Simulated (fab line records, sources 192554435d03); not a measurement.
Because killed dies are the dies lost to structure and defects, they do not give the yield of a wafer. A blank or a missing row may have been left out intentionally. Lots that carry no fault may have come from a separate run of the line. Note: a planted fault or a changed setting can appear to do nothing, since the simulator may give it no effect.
fab line records ; flow n5_finfet
record lots=9; wafers=27; last_day=17
route steps=1938 shown BEOL_M2@843 BEOL_M4@1111
lots that met no fault: taken from a fault-free run of the same line
start_h: hours from the record's first day to the start of the lot's first wafer shown ; wait_h: hours since the lot's step before ; " as in the row above ; L1.1+2: a row that stands for several wafers ; - no value, or no start given ; * or withheld: withheld ; < > ~ a bound
route shown NAME@n: NAME is a module with steps in the file, n the number in the route of the first one ; usual: average and standard deviation across the fault-free wafers ; same: alike in all rows ; chamber/n: place in a boat ; sites: per-site readings ; _std_site: how widely they spread, as a standard deviation ; _edge_site: outer sites' mean less inner sites' ; radius_mm: for every site, how far away it sits from the centre of the wafer ; mask NAME#n: copy n ; behind: tool/chamber where the wafer was last shaped ; hold: what put the lot on hold/how long, in hours/how the hold closed ; device: whichever transistor did not switch (one of n, p or np) ; end of line: the tests these same wafers got at the end of their route ; step lacking rows: just its recipe ; killed: at the first sort, the dies lost to defects and structure; wafer yield is something else ; map: shows each die of a wafer: x if killed, . if not, _ if none is there
set.NAME: the setting as run; set.NAME@STEP: as run at that earlier step ; model.NAME: the simulator's own value behind a step, which no gauge read
the route's steps for a sample of lots (tables are steps, rows are wafers)
services: when a tool's chamber went out of use (start_h, in hours from the record's first day, below 0 if earlier), for how many hours, and the reason
## steps
# step N5_BEOL_M2_PECVD_72
# recipe material=SiO2; target_thk_a=160; temp_c=400; precursor=TEOS/O2; pressure_torr=5.5; rf_w=450; teos_flow_sccm=53.8; gas=O2; flow_sccm=3000; time_s=18
# usual chamber_pressure_Torr=5.500/0.011; heater_power_w=748/75; showerhead_plenum_p_Torr=8.79/0.063; throttle_valve_pct=22.6/0.7
lot.wafer;tool;chamber;start_h;wait_h;chamber_pressure_Torr;heater_power_w;showerhead_plenum_p_Torr;throttle_valve_pct
L459.4;pecvd-03;1;129.74;0.1;5.514;840;8.81;22.8
L459.5;pecvd-03;0;129.74;0.1;5.488;714;8.79;22.0
L459.6;pecvd-03;2;129.74;0.1;5.492;730;8.70;22.5
L461.2;pecvd-03;1;144.27;0.0;5.514;836;8.82;22.6
L461.3;pecvd-03;2;144.27;0.0;5.513;705;8.70;22.7
L461.4;pecvd-03;2;144.27;0.0;5.501;709;8.70;22.6
L463.1;pecvd-03;2;159.31;0.0;5.502;737;8.69;22.6
L463.2;pecvd-03;0;159.31;0.0;5.487;731;8.80;21.8
L463.4;pecvd-03;1;159.31;0.0;5.487;706;8.81;22.6
L464.1;pecvd-03;1;160.73;0.0;5.505;756;8.80;22.8
L464.3;pecvd-03;2;160.73;0.0;5.496;658;8.73;22.7
L464.4;pecvd-03;2;160.73;0.0;5.493;671;8.72;22.6
L465.1;pecvd-03;1;167.45;0.0;5.503;792;8.82;23.0
L465.2;pecvd-03;0;167.45;0.0;5.510;617;8.78;22.3
L465.5;pecvd-03;0;167.45;0.0;5.510;611;8.78;22.2
L466.2;pecvd-03;0;170.35;0.0;5.513;670;8.79;22.0
L466.3;pecvd-03;1;170.35;0.0;5.496;819;8.81;22.5
L466.6;pecvd-03;2;170.35;0.0;5.493;613;8.71;22.5
L476.2;pecvd-02;1;240.40;0.0;5.507;847;8.77;23.5
L476.3;pecvd-02;2;240.40;0.0;5.491;868;8.74;21.7
L476.5;pecvd-02;1;240.40;0.0;5.491;829;8.75;23.4
L477.1;pecvd-03;1;241.23;0.0;5.497;820;8.80;22.6
L477.4;pecvd-03;1;241.23;0.0;5.483;838;8.81;22.7
L477.6;pecvd-03;0;241.23;0.0;5.514;736;8.77;22.5
L478.1;pecvd-03;0;244.14;0.0;5.480;735;8.77;22.2
L478.2;pecvd-03;1;244.14;0.0;5.503;690;8.82;22.8
L478.6;pecvd-03;2;244.14;0.0;5.490;709;8.69;20.8
# step N5_BEOL_M2_ANNEAL_87
# recipe temp_c=400; time_s=240; ambient=vacuum
# usual heater_power_w=914/89
lot.wafer;tool;chamber;start_h;wait_h;heater_power_w
L459.4;pvd_sputter-03;-;139.89;0.0;810
L459.5;pvd_sputter-03;-;139.89;0.0;945
L459.6;pvd_sputter-03;-;139.89;0.0;1036
L461.2;pvd_sputter-01;-;153.31;0.0;1031
L461.3;pvd_sputter-01;-;153.31;0.0;1043
L461.4;pvd_sputter-01;-;153.31;0.0;872
L463.1;pvd_sputter-02;-;164.49;0.0;938
L463.2;pvd_sputter-02;-;164.49;0.0;1019
L463.4;pvd_sputter-02;-;164.49;0.0;873
L464.1;pvd_sputter-02;-;167.98;0.0;994
L464.3;pvd_sputter-02;-;167.98;0.0;899
L464.4;pvd_sputter-02;-;167.98;0.0;736
L465.1;pvd_sputter-03;-;176.52;0.0;1000
L465.2;pvd_sputter-03;-;176.52;0.0;925
L465.5;pvd_sputter-03;-;176.52;0.0;980
L466.2;pvd_sputter-02;-;183.67;0.0;934
L466.3;pvd_sputter-02;-;183.67;0.0;920
L466.6;pvd_sputter-02;-;183.67;0.0;1016
L476.2;pvd_sputter-01;-;245.72;0.0;1004
L476.3;pvd_sputter-01;-;245.72;0.0;908
L476.5;pvd_sputter-01;-;245.72;0.0;1031
L477.1;pvd_sputter-02;-;250.98;0.0;895
L477.4;pvd_sputter-02;-;250.98;0.0;917
L477.6;pvd_sputter-02;-;250.98;0.0;1000
L478.1;pvd_sputter-03;-;254.21;0.0;1008
L478.2;pvd_sputter-03;-;254.21;0.0;933
L478.6;pvd_sputter-03;-;254.21;0.0;996
# step N5_BEOL_M2_CMP_52
# recipe stop_on=SiOC; t_overpolish_s=6.8; down_force_psi=1; platen_rpm=50; clearing_platen_down_force_psi=1.5; clearing_platen_rpm=50; post_cmp_clean=cu_alkaline; target_thk_nm=40; clearing_platen_pad_velocity_m_s=0.99484; pad_velocity_m_s=0.99484
# usual barrier_field_endpoint_s=24.2/0.69; motor_current_A=6.1/0.67; overpolish_run_s=6.799/0.0095
lot.wafer;tool;chamber;start_h;wait_h;barrier_field_endpoint_s;motor_current_A;overpolish_run_s
L459.4;cmp-01;0;143.19;1.9;22.7;5.9;6.821
L459.5;cmp-01;3;143.19;1.9;24.5;6.1;6.782
L459.6;cmp-01;0;143.19;1.9;23.3;5.8;6.793
L461.4;cmp-02;3;154.86;0.2;24.6;6.3;6.798
L461.3;cmp-02;0;154.86;0.2;24.3;7.2;6.796
L461.2;cmp-02;1;154.86;0.2;24.4;6.3;6.802
L463.1;cmp-03;1;166.04;0.3;24.4;6.4;6.790
L463.2;cmp-03;2;166.04;0.3;25.2;5.4;6.798
L463.4;cmp-03;3;166.04;0.3;24.8;6.4;6.822
L464.1;cmp-02;3;169.49;0.3;23.8;6.5;6.799
L464.3;cmp-02;0;169.49;0.3;23.8;7.6;6.793
L464.4;cmp-02;2;169.49;0.3;25.5;5.0;6.796
L465.2;cmp-03;1;180.59;0.2;40.4;6.2;0.620
L465.1;cmp-03;3;180.59;0.2;24.0;6.2;6.807
L465.5;cmp-03;1;180.59;0.2;39.5;6.1;1.547
L466.3;cmp-01;1;185.26;0.2;39.5;6.3;1.553
L466.2;cmp-01;2;185.26;0.2;40.1;5.8;0.899
L466.6;cmp-01;0;185.26;0.2;23.9;5.9;6.809
L476.2;cmp-02;0;247.27;0.2;23.1;7.7;6.790
L476.3;cmp-02;1;247.27;0.2;23.2;6.0;6.800
L476.5;cmp-02;0;247.27;0.2;23.4;7.5;6.804
L477.1;cmp-01;3;252.61;0.3;23.9;6.4;6.797
L477.4;cmp-01;0;252.61;0.3;23.9;5.7;6.822
L477.6;cmp-01;2;252.61;0.3;24.5;5.7;6.807
L478.2;cmp-01;0;255.73;0.2;23.0;5.8;6.802
L478.1;cmp-01;2;255.73;0.2;24.7;5.8;6.808
L478.6;cmp-01;0;255.73;0.2;24.0;5.5;6.803
# step N5_BEOL_M2_RS_MEAS_58
# recipe thk_meas_gauge=four-point-probe; reads=Co_of_BEOL_M2_CO_CAP_55+Cu_of_BEOL_M2_ECD_50+Co_of_BEOL_M2_CVD_47+TaN_of_BEOL_M2_ALD_84
# usual M2_RS=0.70/0.042
lot.wafer;tool;chamber;start_h;wait_h;M2_RS[ohm/sq]
L459.4;film_metro-02;-;143.94;0.0;0.84
L459.5;film_metro-02;-;143.94;0.0;0.71
L459.6;film_metro-02;-;143.94;0.0;0.74
L461.2;film_metro-01;-;155.38;0.1;0.76
L461.3;film_metro-01;-;155.38;0.1;0.81
L461.4;film_metro-01;-;155.38;0.1;0.66
L463.1;film_metro-01;-;166.59;0.1;0.72
L463.2;film_metro-01;-;166.59;0.1;0.64
L463.4;film_metro-01;-;166.59;0.1;0.74
L464.1;film_metro-02;-;170.04;0.0;0.74
L464.3;film_metro-02;-;170.04;0.0;0.75
L464.4;film_metro-02;-;170.04;0.0;0.64
L465.1;film_metro-02;-;181.15;0.0;0.70
L465.2;film_metro-02;-;181.15;0.0;0.68
L465.5;film_metro-02;-;181.15;0.0;0.69
L466.2;film_metro-02;-;185.77;0.1;0.69
L466.3;film_metro-02;-;185.77;0.1;0.68
L466.6;film_metro-02;-;185.77;0.1;0.70
L476.2;film_metro-02;-;247.90;0.1;0.70
L476.3;film_metro-02;-;247.90;0.1;0.74
L476.5;film_metro-02;-;247.90;0.1;0.71
L477.1;film_metro-02;-;253.13;0.0;0.64
L477.4;film_metro-02;-;253.13;0.0;0.74
L477.6;film_metro-02;-;253.13;0.0;0.69
L478.1;film_metro-02;-;256.29;0.0;0.68
L478.2;film_metro-02;-;256.29;0.0;0.79
L478.6;film_metro-02;-;256.29;0.0;0.74
# step N5_BEOL_M2_INSPECT_59
# recipe inspect_instrument=darkfield; mode=post_dep
# usual raw_defect_count=64/22
lot.wafer;tool;chamber;start_h;wait_h;raw_defect_count
L459.4;defect_inspect-01;-;143.97;0.0;74
L459.5;defect_inspect-01;-;143.97;0.0;55
L459.6;defect_inspect-01;-;143.97;0.0;39
L461.2;defect_inspect-02;-;155.40;0.0;71
L461.3;defect_inspect-02;-;155.40;0.0;37
L461.4;defect_inspect-02;-;155.40;0.0;52
L463.1;defect_inspect-02;-;166.61;0.0;88
L463.2;defect_inspect-02;-;166.61;0.0;87
L463.4;defect_inspect-02;-;166.61;0.0;110
L464.1;defect_inspect-02;-;170.07;0.0;68
L464.3;defect_inspect-02;-;170.07;0.0;46
L464.4;defect_inspect-02;-;170.07;0.0;47
L465.1;defect_inspect-02;-;181.17;0.0;83
L465.2;defect_inspect-02;-;181.17;0.0;98
L465.5;defect_inspect-02;-;181.17;0.0;100
L466.2;defect_inspect-02;-;185.79;0.0;51
L466.3;defect_inspect-02;-;185.79;0.0;37
L466.6;defect_inspect-02;-;185.79;0.0;48
L476.2;defect_inspect-01;-;247.92;0.0;130
L476.3;defect_inspect-01;-;247.92;0.0;83
L476.5;defect_inspect-01;-;247.92;0.0;81
L477.1;defect_inspect-01;-;253.16;0.0;33
L477.4;defect_inspect-01;-;253.16;0.0;22
L477.6;defect_inspect-01;-;253.16;0.0;82
L478.1;defect_inspect-02;-;256.31;0.0;52
L478.2;defect_inspect-02;-;256.31;0.0;67
L478.6;defect_inspect-02;-;256.31;0.0;37
# step N5_BEOL_M4_RC_MEAS_101
# usual DIBL_N=37.0/2.3; DIBL_P=37.3/2.8; IOFF_N=0.17/0.046; IOFF_P=0.23/0.054; ION_N=675/14; ION_P=460/9.3; SS_N=71.7/0.73; SS_P=73.6/0.95; VT_N=249/3.9; VT_P=-250/3.9
lot.wafer;tool;chamber;start_h;wait_h;DIBL_N[mV/V];DIBL_P[mV/V];IOFF_N[nA/um];IOFF_P[nA/um];ION_N[uA/um];ION_P[uA/um];SS_N[mV/dec];SS_P[mV/dec];VT_N[mV];VT_P[mV]
L459.4;prober-02;0;167.30;0.5;40.3;40.9;0.23;0.31;680;471;72.2;74.8;243;-246
L459.5;prober-02;0;167.30;0.5;37.1;35.4;0.15;0.21;676;464;71.3;73.7;251;-251
L459.6;prober-02;0;167.30;0.5;43.8;44.8;0.36;0.42;712;478;73.7;76.2;240;-243
L461.2;prober-02;0;173.38;0.2;39.7;40.0;0.23;0.29;673;460;72.5;74.6;247;-249
L461.3;prober-02;0;173.38;0.2;36.8;37.0;0.16;0.21;670;462;71.8;74.2;250;-252
L461.4;prober-02;0;173.38;0.2;33.8;34.2;0.13;0.18;662;458;71.0;72.5;250;-252
L463.1;prober-01;0;193.90;0.0;36.7;38.7;0.17;0.26;681;475;70.8;74.1;248;-247
L463.2;prober-01;0;193.90;0.0;36.7;36.8;0.16;0.21;671;459;71.5;72.5;251;-251
L463.4;prober-01;0;193.90;0.0;36.5;38.3;0.16;0.25;679;473;71.2;73.6;251;-247
L465.1;prober-02;0;200.18;0.0;35.3;36.6;0.15;0.19;670;458;71.4;73.1;253;-255
L465.2;prober-02;0;200.18;0.0;38.5;39.5;0.22;0.25;703;474;72.1;73.8;245;-251
L465.5;prober-02;0;200.18;0.0;39.3;40.8;0.23;0.27;706;471;72.3;74.8;248;-249
L464.1;prober-01;0;201.22;0.0;36.5;38.2;0.19;0.25;691;469;72.1;73.1;246;-247
L464.3;prober-01;0;201.22;0.0;34.8;36.0;0.14;0.21;653;455;71.9;71.4;251;-248
L464.4;prober-01;0;201.22;0.0;40.1;43.2;0.28;0.37;701;483;72.7;74.5;242;-242
L466.2;prober-01;0;209.41;0.2;38.8;39.2;0.20;0.20;683;455;72.3;74.2;248;-256
L466.3;prober-01;0;209.41;0.2;38.9;40.6;0.21;0.22;690;460;72.4;74.7;246;-253
L466.6;prober-01;0;209.41;0.2;37.1;38.9;0.19;0.21;679;456;71.8;74.2;247;-255
L476.2;prober-02;0;286.35;0.2;33.5;30.7;0.10;0.13;640;440;71.0;72.3;257;-258
L476.3;prober-02;0;286.35;0.2;36.2;35.0;0.14;0.18;664;452;71.2;73.1;250;-254
L476.5;prober-02;0;286.35;0.2;37.3;35.0;0.16;0.18;666;448;72.1;73.3;250;-253
L477.1;prober-01;0;286.71;0.0;32.3;33.6;0.11;0.14;657;445;71.2;72.2;256;-257
L477.4;prober-01;0;286.71;0.0;36.5;38.5;0.18;0.20;679;458;72.3;73.7;249;-252
L477.6;prober-01;0;286.71;0.0;32.7;34.1;0.12;0.14;663;449;71.1;72.2;254;-258
L478.1;prober-02;0;288.93;0.0;36.2;33.2;0.15;0.18;670;456;71.6;72.5;253;-253
L478.2;prober-02;0;288.93;0.0;37.1;35.2;0.17;0.21;676;454;71.7;72.8;250;-253
L478.6;prober-02;0;288.93;0.0;35.3;33.1;0.13;0.18;677;466;70.6;73.1;252;-250
## services
tool;chamber;start_h;hours;kind
pecvd-03;-;117.39;2.8;pm
cmp-01;-;132.40;5.5;pm
cmp-02;-;132.78;4.0;pm
cmp-02;-;136.78;-;consumable_replace:conditioner
cmp-02;-;136.78;-;consumable_replace:pad
pvd_sputter-03;-;155.67;1.6;repair
pecvd-03;-;157.33;1.4;repair
pecvd-03;0;162.20;-;calibration
pecvd-03;2;162.86;5.5;scheduled_down
pecvd-02;1;168.31;-;calibration
pvd_sputter-01;-;176.49;2.6;repair
cmp-03;-;190.45;4.0;pm
cmp-03;-;194.45;-;consumable_replace:conditioner
cmp-03;-;194.45;-;consumable_replace:pad
cmp-01;-;198.85;1.9;repair
pecvd-02;1;200.13;5.5;scheduled_down
pecvd-03;2;202.43;-;clean
pecvd-03;2;202.43;-;consumable_replace:showerhead
pecvd-03;2;202.43;29.0;scheduled_down
pecvd-03;2;202.43;29.0;vent_cycle
cmp-02;-;215.11;6.7;pm
pvd_sputter-01;-;234.69;2.1;repair
pecvd-03;1;235.50;1.9;repair
cmp-03;-;238.69;5.3;pm
## key
first_sign step=N5_BEOL_M2_CMP_52; reading=overpolish_run_s; direction=down; sigmas=99+; usual=6.799; struck=1.155
effect step=N5_BEOL_M2_CMP_52; reading=barrier_field_endpoint_s; direction=up; sigmas=23; usual=24.2; struck=39.9
met_at N5_BEOL_M2_PECVD_72
struck_lots L465,L466
struck_wafers L465.2,L465.5,L466.2,L466.3
not_acting_at N5_BEOL_M2_ANNEAL_87,N5_BEOL_M2_RS_MEAS_58,N5_BEOL_M2_INSPECT_59
onset_between 160.73 167.45
fault kind=process_parameter_drift; tool=pecvd-03; chamber=-; onset_h=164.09; steps=N5_BEOL_M2_PECVD_72; channel=time_s; offset=*; shape=step; end_h=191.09; scope=struck_wafers_only; acts_in=*; stated=*
